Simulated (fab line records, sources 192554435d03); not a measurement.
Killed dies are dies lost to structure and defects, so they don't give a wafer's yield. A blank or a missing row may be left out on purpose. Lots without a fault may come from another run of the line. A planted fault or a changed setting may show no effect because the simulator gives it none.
A struck lot beside a sound one | flow n5_finfet | 22 steps out of a route of 1938
Sound: wafers L687.1, L687.3, L687.4. Struck: wafers L704.3, L704.5, L704.6. The cause comes at the end.
At each step with rows: each side's tool, then ch and its chambers, then its first start. Under that, the readings that differ: sound wafers | struck wafers | difference of the means | sigmas: that difference in standard deviations of wafers without a fault.
alike: readings whose means differ by less than 2 such deviations, and words and numbers that are the same on both sides. not compared: withheld readings, readings that some wafer has no value for, bounds like >300 that may hide the same value, and numbers for which the record gives no deviation and whose values overlap.
The two part at a step that has a row with sigmas, a row that says differs or no value, or rows on one side only. Numbers that don't overlap but have no deviation are shown without sigmas and don't part them. A reading that every wafer of one side lacks parts them only if that side has two wafers or more.

first, 10 steps without rows for these wafers: N5_WELL_APT_DESCUM_30 (chemistry O2, time 7.9 s); N5_WELL_APT_IMPLANT_31; N5_WELL_APT_IMPLANT_32; N5_WELL_APT_STRIP_33 (strips in SPM, time 900 s); N5_WELL_APT_RTA_34 (time 10 s); N5_WELL_APT_OXIDE_STRIP_42 (strips SiO2 in dHF, time 45 s, target depth 12 nm); N5_WELL_APT_PRECLEAN_36 (cleans in O3/DIW, time 45 s); N5_WELL_APT_PRECLEAN_39 (cleans in dHF, time 60 s); N5_WELL_APT_SRD_37 (time 30 s); N5_WELL_APT_EPI_41 (deposits Si from SiH4/H2, target thk 50 nm, time 297.7 s).
N5_PMOS_HMC_CHANNEL_EPI_HM_DEP_34: deposits SiO2 from TEOS/O2, target thk 36 nm, time 6.9 s.
  sound on pecvd-03 ch 1,2, day 1 16:56; struck on pecvd-03 ch 0,1,2, day 6 00:03
  alike: chamber_pressure_Torr, heater_power_w, showerhead_plenum_p_Torr, showerhead_vpp_V, susceptor_temp_C, throttle_valve_pct
then, 7 steps without rows for these wafers: N5_PMOS_HMC_CHANNEL_EPI_COAT_31 (time 60 s, resist thk 66 nm); N5_PMOS_HMC_CHANNEL_EPI_COAT_03 (resist thk 205 nm); N5_PMOS_HMC_CHANNEL_EPI_EBR_05; N5_PMOS_HMC_CHANNEL_EPI_SOFTBAKE_04 (time 60 s); N5_PMOS_HMC_CHANNEL_EPI_EXPOSE_06 (exposes mask PMOS HMC BLK, target cd 240 nm); N5_PMOS_HMC_CHANNEL_EPI_PEB_07 (peb time 60 s); N5_PMOS_HMC_CHANNEL_EPI_DEVELOP_08 (develop time 30 s).
N5_PMOS_HMC_CHANNEL_EPI_INSPECT_11: inspects for defects (macro).
  sound on defect_inspect-01, day 1 17:24; struck on defect_inspect-01, day 6 00:46
  reading          | sound | struck        | difference | sigmas
  raw_defect_count | 0 2 2 | >300 294 >300 | differs    |
then, 1 step without rows for these wafers: N5_PMOS_HMC_CHANNEL_EPI_DESCUM_14 (chemistry O2, time 7.9 s).
-- the record jumps here: 7 days lie between the struck wafers' starts before and after (it left off in module PMOS_HMC_CHANNEL_EPI and takes up again in module BEOL_M4, whose first step shown is number 1111 of the route) --
N5_BEOL_M4_RC_MEAS_101:
  sound on prober-01 ch 0, day 9 11:01; struck on prober-02 ch 0, day 13 05:27
  alike: DIBL_N, DIBL_P, IOFF_N, IOFF_P, ION_N, ION_P, SS_N, SS_P, VT_N, VT_P
-- the record jumps here: 5 days lie between the struck wafers' starts before and after (it left off in module BEOL_M4 and takes up again in module PASSIVATION, whose first step shown is number 1936 of the route) --
N5_PASSIVATION_PROBE_49:
  the record has rows for the struck wafers here (prober-01, day 18 01:14) and none for the sound ones

WHERE THEY PART
First at N5_PMOS_HMC_CHANNEL_EPI_INSPECT_11; last, within this record, at N5_PASSIVATION_PROBE_49.

WHY: what the simulator had put in
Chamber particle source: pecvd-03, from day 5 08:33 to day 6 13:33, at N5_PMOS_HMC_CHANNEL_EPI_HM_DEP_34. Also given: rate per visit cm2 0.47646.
